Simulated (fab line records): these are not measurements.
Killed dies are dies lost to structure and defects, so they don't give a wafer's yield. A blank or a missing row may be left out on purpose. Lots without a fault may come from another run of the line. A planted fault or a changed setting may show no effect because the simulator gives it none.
Split-lot trial || flow n5_finfet || 21 wafers read from 7 lots, route of 1938 steps

## THE SPLIT
At N5_BEOL_M6_ILD_DEP_00 (deposits SiCOH lowk from DEMS/porogen, target thk 179.75 nm, time 33.4 s), the setting time_s was moved away from the recipe's 33.4 s on 9 of the 21 wafers read, by -11.3% to +12.5%. This setting was run at the recipe's value on the other wafers.

## FROM THE SPLIT ON TO THE READING: in between, the file shows 1 step
- N5_BEOL_M6_CURE_74: cures SiCOH lowk, time 240 s

## THE READING
M6_ILD_THK, in nm, at N5_BEOL_M6_THK_MEAS_01. Fault-free wafers of this fab line usually give 154.9 nm, standard deviation 2.1 nm.

{"wafer": "L074.2", "tool, chamber at the split": "pecvd-03, 2", "time_s as run, s": 36.76, "against the recipe": "+10.1%", "M6_ILD_THK, nm": 168.6, "against lot-mates on the recipe": "+11.3"}
{"wafer": "L074.3", "tool, chamber at the split": "pecvd-03, 0", "time_s as run, s": 36.76, "against the recipe": "+10.1%", "M6_ILD_THK, nm": 169.7, "against lot-mates on the recipe": "+12.4"}
{"wafer": "L074.4", "tool, chamber at the split": "pecvd-03, 2", "time_s as run, s": 33.4, "against the recipe": "recipe", "M6_ILD_THK, nm": 157.3, "against lot-mates on the recipe": "-"}
{"wafer": "L075.3", "tool, chamber at the split": "pecvd-02, 2", "time_s as run, s": 33.4, "against the recipe": "recipe", "M6_ILD_THK, nm": 154.1, "against lot-mates on the recipe": "-"}
{"wafer": "L075.4", "tool, chamber at the split": "pecvd-02, 1", "time_s as run, s": 33.4, "against the recipe": "recipe", "M6_ILD_THK, nm": 154.1, "against lot-mates on the recipe": "-"}
{"wafer": "L075.5", "tool, chamber at the split": "pecvd-02, 0", "time_s as run, s": 33.4, "against the recipe": "recipe", "M6_ILD_THK, nm": 152.4, "against lot-mates on the recipe": "-"}
{"wafer": "L076.2", "tool, chamber at the split": "pecvd-01, 1", "time_s as run, s": 37.56, "against the recipe": "+12.5%", "M6_ILD_THK, nm": 171.4, "against lot-mates on the recipe": "+16.0"}
{"wafer": "L076.5", "tool, chamber at the split": "pecvd-01, 1", "time_s as run, s": 33.4, "against the recipe": "recipe", "M6_ILD_THK, nm": 155.4, "against lot-mates on the recipe": "-"}
{"wafer": "L076.6", "tool, chamber at the split": "pecvd-01, 2", "time_s as run, s": 37.56, "against the recipe": "+12.5%", "M6_ILD_THK, nm": 174.1, "against lot-mates on the recipe": "+18.7"}
{"wafer": "L087.1", "tool, chamber at the split": "pecvd-02, 1", "time_s as run, s": 33.4, "against the recipe": "recipe", "M6_ILD_THK, nm": 151.9, "against lot-mates on the recipe": "-"}
{"wafer": "L087.2", "tool, chamber at the split": "pecvd-02, 0", "time_s as run, s": 34.76, "against the recipe": "+4.1%", "M6_ILD_THK, nm": 160.4, "against lot-mates on the recipe": "+7.0"}
{"wafer": "L087.4", "tool, chamber at the split": "pecvd-02, 0", "time_s as run, s": 33.4, "against the recipe": "recipe", "M6_ILD_THK, nm": 154.8, "against lot-mates on the recipe": "-"}
{"wafer": "L093.2", "tool, chamber at the split": "pecvd-01, 1", "time_s as run, s": 29.63, "against the recipe": "-11.3%", "M6_ILD_THK, nm": 136.2, "against lot-mates on the recipe": "no lot-mate on the recipe"}
{"wafer": "L093.3", "tool, chamber at the split": "pecvd-01, 1", "time_s as run, s": 29.63, "against the recipe": "-11.3%", "M6_ILD_THK, nm": 139.1, "against lot-mates on the recipe": "no lot-mate on the recipe"}
{"wafer": "L093.4", "tool, chamber at the split": "pecvd-01, 2", "time_s as run, s": 29.63, "against the recipe": "-11.3%", "M6_ILD_THK, nm": 137.9, "against lot-mates on the recipe": "no lot-mate on the recipe"}
{"wafer": "L094.1", "tool, chamber at the split": "pecvd-03, 1", "time_s as run, s": 35.12, "against the recipe": "+5.1%", "M6_ILD_THK, nm": 159.8, "against lot-mates on the recipe": "+5.9"}
{"wafer": "L094.2", "tool, chamber at the split": "pecvd-03, 2", "time_s as run, s": 33.4, "against the recipe": "recipe", "M6_ILD_THK, nm": 151.9, "against lot-mates on the recipe": "-"}
{"wafer": "L094.5", "tool, chamber at the split": "pecvd-03, 0", "time_s as run, s": 33.4, "against the recipe": "recipe", "M6_ILD_THK, nm": 156.0, "against lot-mates on the recipe": "-"}
{"wafer": "L095.3", "tool, chamber at the split": "pecvd-01, 0", "time_s as run, s": 33.4, "against the recipe": "recipe", "M6_ILD_THK, nm": 154.1, "against lot-mates on the recipe": "-"}
{"wafer": "L095.4", "tool, chamber at the split": "pecvd-01, 2,0", "time_s as run, s": 33.4, "against the recipe": "recipe", "M6_ILD_THK, nm": 156.7, "against lot-mates on the recipe": "-"}
{"wafer": "L095.5", "tool, chamber at the split": "pecvd-01, 2,0", "time_s as run, s": 33.4, "against the recipe": "recipe", "M6_ILD_THK, nm": 156.7, "against lot-mates on the recipe": "-"}
If several chambers appear in one row, that row covers several wafers at once and the file leaves open which wafer was in which chamber.

FIT RESULTS
A straight line over all 21 wafers: M6_ILD_THK changes by +1.46 nm for each +1% of time_s; r = +0.99; the points scatter about the line by 1.7 nm.
The same after taking each lot's own level away (the mean of its wafers on the recipe; 18 wafers): +1.31 nm for each +1%; r = +0.98; scatter 1.4 nm.
The reading moves by 16 nm for the largest change in time_s, on that fit.
From 153.35 to 157.30 nm: that is the span of the lots' own levels, equal to 1.9 times the standard deviation above.
In other words, the slope is changed by the lot-to-lot level; the two fits disagree.
Check: for one of the wafers moved furthest among these (+12.5%), held out of the fit, the line's prediction against its lot-mates is +16.5 nm. Against them it came out at +16 nm.

## OTHER SPLITS APPLIED TO THESE WAFERS
Before the reading, these wafers also passed through other splits. Each is held against what the fit with the lots' levels taken away leaves over:
{"other split on the same wafers": "N5_BEOL_M4_COAT_76 spin_rpm", "wafers away from the commonest value": 7, "r with M6_ILD_THK (lot level and that fit taken away)": "+0.05"}
{"other split on the same wafers": "N5_BEOL_M4_DESCUM_33 time_s", "wafers away from the commonest value": 4, "r with M6_ILD_THK (lot level and that fit taken away)": -0.11}

## THE WHOLE CHAIN: every reading that the file lists as answering this split, in the file's order
{"step": "N5_BEOL_M6_ILD_DEP_00", "what it does": "deposits SiCOH lowk from DEMS/porogen, target thk 179.75 nm, time 33.4 s", "reading": "SiCOH_lowk_of_BEOL_M6_ILD_DEP_00.thk_nm (the simulator's own value, which no gauge read)", "change (the file's fit)": "+1.5 nm for each +1% of the setting", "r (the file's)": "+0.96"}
{"step": "N5_BEOL_M6_CURE_74", "what it does": "cures SiCOH lowk, time 240 s", "reading": "SiCOH_lowk_of_BEOL_M6_ILD_DEP_00.thk_nm (the simulator's own value, which no gauge read)", "change (the file's fit)": "+1.32 nm for each +1% of the setting", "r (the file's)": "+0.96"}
{"step": "N5_BEOL_M6_THK_MEAS_01", "what it does": "", "reading": "M6_ILD_THK", "change (the file's fit)": "+1.32 for each +1% of the setting", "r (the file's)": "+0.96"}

## THE FILE'S OWN FIT
M6_ILD_THK changes by +1.32 nm for each +1% of time_s, r = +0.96.
